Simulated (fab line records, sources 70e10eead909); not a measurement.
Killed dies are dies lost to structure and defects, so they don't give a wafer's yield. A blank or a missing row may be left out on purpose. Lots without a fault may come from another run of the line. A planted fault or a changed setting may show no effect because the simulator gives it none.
Chamber matching | flow nand_harc | NHARC_P_CONTACT_CMP_01 on cmp-03: 4 sister chambers
The step polishes SiO2, target thk 200 nm. 4 wafers are shown with their chamber, then 9 later ones without.

WAFERS WITH THEIR CHAMBER
wafer  | chamber | motor_current_A (A)
L078.6 | 2       | 12.4
L083.2 | 1       | 11.0
L083.5 | 0       | 12.2
L083.6 | 3       | 12.5

WAFERS WITHOUT THEIR CHAMBER
wafer  | motor_current_A (A)
L085.2 | 11.4
L085.3 | 13.7
L085.5 | 12.0
L090.2 | 12.3
L090.4 | 12.4
L090.5 | 13.2
L095.1 | 12.7
L095.3 | 12.5
L095.6 | 12.8

WHICH CHAMBER EACH WENT THROUGH
wafer  | from the rows above               | in truth
L085.2 | can't be placed: 1 or 0 or 2 or 3 | 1
L085.3 | can't be placed: 3 or 2 or 0      | 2
L085.5 | can't be placed: 0 or 2 or 3 or 1 | 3
L090.2 | can't be placed: 2 or 0 or 3      | 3
L090.4 | can't be placed: 2 or 3 or 0      | 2
L090.5 | can't be placed: 3 or 2 or 0      | 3
L095.1 | can't be placed: 3 or 2 or 0      | 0
L095.3 | can't be placed: 3 or 2 or 0      | 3
L095.6 | can't be placed: 3 or 2 or 0      | 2
Placed correctly: 0 of 9. Can't be placed from these rows: 9 (the true chamber is among the candidates in 9). Placed wrongly: 0.
How it was worked out, from the rows above alone: a wafer's distance from a chamber is the root of the sum, over the readings, of the square of ((its reading less the chamber's mean) divided by the reading's scatter). The wafer belongs to the nearest chamber; if the next one is less than 2 further off, it can't be placed. A chamber's mean is the mean of its shown wafers. The scatter: with one shown wafer a chamber, the root of the mean of the squares of how far each hidden wafer lies from its nearest shown one.
